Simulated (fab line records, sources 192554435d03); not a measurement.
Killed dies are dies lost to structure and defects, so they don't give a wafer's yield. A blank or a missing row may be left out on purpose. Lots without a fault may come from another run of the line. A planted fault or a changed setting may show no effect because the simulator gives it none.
Which tool did it? | flow n5_finfet | 12 lots, 36 wafers sampled, at 4 steps of a route of 1938

WHAT THE GAUGES READ, wafer by wafer
N5_BEOL_M4_CD_MEAS_11: target cd 16.79 nm.
lot  | measured     | on        | cd_nm (nm)
L075 | day 7 21:21  | cd_sem-03 | 16.85 16.86 17.14
L079 | day 8 09:25  | cd_sem-02 | 16.78 16.64 16.70
L078 | day 10 22:08 | cd_sem-02 | 16.60 16.89 16.87
L081 | day 9 12:43  | cd_sem-02 | 16.54 16.90 16.59
L083 | day 11 03:14 | cd_sem-03 | 16.90 16.79 16.88
L087 | day 11 17:25 | cd_sem-02 | 16.74 16.97 17.21
L085 | day 12 05:52 | cd_sem-01 | 16.84 16.85 16.73
L088 | day 12 11:44 | cd_sem-03 | 16.69 16.61 16.33
L092 | day 12 14:55 | cd_sem-02 | 17.03 16.86 16.96
L091 | day 13 03:04 | cd_sem-01 | 16.40 17.08 16.71
L094 | day 13 18:23 | cd_sem-01 | 16.73 16.60 16.97
L097 | day 13 19:19 | cd_sem-03 | 16.97 16.97 16.81

WHICH TOOL RAN EACH LOT (tool, then ch and the chambers of the sampled wafers, then the start)
lot  | N5_BEOL_M3_ANNEAL_89         | N5_BEOL_M3_PRE_CLEAN_60          | N5_BEOL_M3_DEP_57
L075 | pvd_sputter-01, day 7 17:26  | cvd_co-02 ch 1,2, day 7 19:04    | pecvd-04 ch 0,1, day 7 19:13
L079 | pvd_sputter-02, day 8 06:20  | cvd_co-02 ch 0,2, day 8 08:05    | pecvd-01 ch 0,1, day 8 08:16
L078 | pvd_sputter-01, day 8 11:52  | cvd_co-01 ch 0,1,2, day 10 21:07 | pecvd-01 ch 0,1, day 10 21:17
L081 | pvd_sputter-03, day 9 09:56  | cvd_co-02 ch 0,1,2, day 9 11:35  | pecvd-04 ch 0,1,2, day 9 11:44
L083 | pvd_sputter-02, day 10 22:40 | cvd_co-01 ch 0,1,2, day 11 00:17 | pecvd-04 ch 0,1,2, day 11 00:26
L087 | pvd_sputter-03, day 11 14:25 | cvd_co-01 ch 1,2, day 11 16:02   | pecvd-03 ch 0,2, day 11 16:12
L085 | pvd_sputter-02, day 12 00:55 | cvd_co-01 ch 0,2, day 12 02:35   | pecvd-03 ch 0,1, day 12 02:44
L088 | pvd_sputter-01, day 12 08:37 | cvd_co-01 ch 1,2, day 12 10:23   | pecvd-01 ch 0,1, day 12 10:32
L092 | pvd_sputter-02, day 12 12:14 | cvd_co-01 ch 0,1,2, day 12 13:52 | pecvd-04 ch 1,2, day 12 14:01
L091 | pvd_sputter-01, day 12 22:08 | cvd_co-02 ch 0,2, day 12 23:46   | pecvd-03 ch 0,1,2, day 12 23:55
L094 | pvd_sputter-01, day 13 12:19 | cvd_co-02 ch 0,2, day 13 13:57   | pecvd-03 ch 1,2, day 13 14:06
L097 | pvd_sputter-01, day 13 15:24 | cvd_co-01 ch 0,1, day 13 17:01   | pecvd-03 ch 0,1,2, day 13 17:11
- N5_BEOL_M3_ANNEAL_89: time 240 s.
- N5_BEOL_M3_PRE_CLEAN_60: time 15 s.
- N5_BEOL_M3_DEP_57: deposits SiCN from 3MS/NH3, target thk 8 nm, time 14 s.

THE ANSWER, worked out from the rows above alone
Rule: what is usual is taken from the lots themselves. Put in order of their means at a reading, lots are off if they are a third of the lots or fewer, leave a main group of 4 or more, and stand apart from it by a gap of 3 or more times the standard deviation of the main group's means; of several such gaps the widest counts. A main group whose means are all the same, to the digits that the tables above print for the reading, isn't used. A lot without any number at a reading at which 4 lots or more have one is off too. The other lots that the step has rows for count as sound.
No lot is off at any reading shown: from this, nothing can be told.

WHAT THE SIMULATOR HAD PUT IN
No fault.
